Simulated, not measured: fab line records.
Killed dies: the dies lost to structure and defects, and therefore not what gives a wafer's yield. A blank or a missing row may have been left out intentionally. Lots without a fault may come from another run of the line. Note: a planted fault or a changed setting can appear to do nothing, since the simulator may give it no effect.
Chamber matching || flow nand-harc || NHARC_A_STAIRCASE_DESCUM_219 on rie-diel-08: 4 sister chambers
The step chemistry O2, time 3 s. 8 wafers are shown with their chamber, then 8 later ones without.

WAFERS PAIRED WITH THEIR CHAMBERS
{"wafer": "L836.3", "chamber": 3, "drypump-motor-current-A (A)": 5.8, "showerhead-plenum-p-Torr (Torr)": 1.84}
{"wafer": "L836.6", "chamber": 0, "drypump-motor-current-A (A)": 4.9, "showerhead-plenum-p-Torr (Torr)": 1.95}
{"wafer": "L834.4", "chamber": 2, "drypump-motor-current-A (A)": 6.1, "showerhead-plenum-p-Torr (Torr)": 1.81}
{"wafer": "L834.5", "chamber": 3, "drypump-motor-current-A (A)": 5.8, "showerhead-plenum-p-Torr (Torr)": 1.84}
{"wafer": "L837.1", "chamber": 0, "drypump-motor-current-A (A)": 4.9, "showerhead-plenum-p-Torr (Torr)": 1.95}
{"wafer": "L837.3", "chamber": 1, "drypump-motor-current-A (A)": 5.6, "showerhead-plenum-p-Torr (Torr)": 1.86}
{"wafer": "L837.5", "chamber": 2, "drypump-motor-current-A (A)": 6.2, "showerhead-plenum-p-Torr (Torr)": 1.81}
{"wafer": "L847.3", "chamber": 1, "drypump-motor-current-A (A)": 5.6, "showerhead-plenum-p-Torr (Torr)": 1.85}

WAFERS WHOSE CHAMBER IS MISSING
{"wafer": "L847.4", "drypump-motor-current-A (A)": 6.2, "showerhead-plenum-p-Torr (Torr)": 1.80}
{"wafer": "L847.6", "drypump-motor-current-A (A)": 5.6, "showerhead-plenum-p-Torr (Torr)": 1.85}
{"wafer": "L849.3", "drypump-motor-current-A (A)": 6.1, "showerhead-plenum-p-Torr (Torr)": 1.80}
{"wafer": "L849.5", "drypump-motor-current-A (A)": 5.8, "showerhead-plenum-p-Torr (Torr)": 1.83}
{"wafer": "L849.6", "drypump-motor-current-A (A)": 5.0, "showerhead-plenum-p-Torr (Torr)": 1.94}
{"wafer": "L851.4", "drypump-motor-current-A (A)": 5.6, "showerhead-plenum-p-Torr (Torr)": 1.85}
{"wafer": "L851.5", "drypump-motor-current-A (A)": 6.1, "showerhead-plenum-p-Torr (Torr)": 1.80}
{"wafer": "L851.6", "drypump-motor-current-A (A)": 5.7, "showerhead-plenum-p-Torr (Torr)": 1.83}

WHICH CHAMBER EACH WENT THROUGH
{"wafer": "L847.4", "from the rows above": 2, "in truth": 2}
{"wafer": "L847.6", "from the rows above": 1, "in truth": 1}
{"wafer": "L849.3", "from the rows above": 2, "in truth": 2}
{"wafer": "L849.5", "from the rows above": 3, "in truth": 3}
{"wafer": "L849.6", "from the rows above": 0, "in truth": 0}
{"wafer": "L851.4", "from the rows above": 1, "in truth": 1}
{"wafer": "L851.5", "from the rows above": 2, "in truth": 2}
{"wafer": "L851.6", "from the rows above": 3, "in truth": 3}
Correctly placed: 8 of 8. From these rows, 0 cannot be placed. Wrongly placed: 0.
How it was worked out, from the rows above alone: a wafer's distance from a chamber is the root of the sum, over the readings, of the square of ((its reading less the chamber's mean) divided by the reading's scatter). If the next closest chamber is less than 2 further off than the closest, the wafer can't be placed; otherwise it belongs to the closest. For every chamber, the mean is computed from those of its wafers that are shown. The scatter: the root of (the sum of the squares of (reading less its chamber's mean) over the shown wafers, divided by (wafers less chambers)).
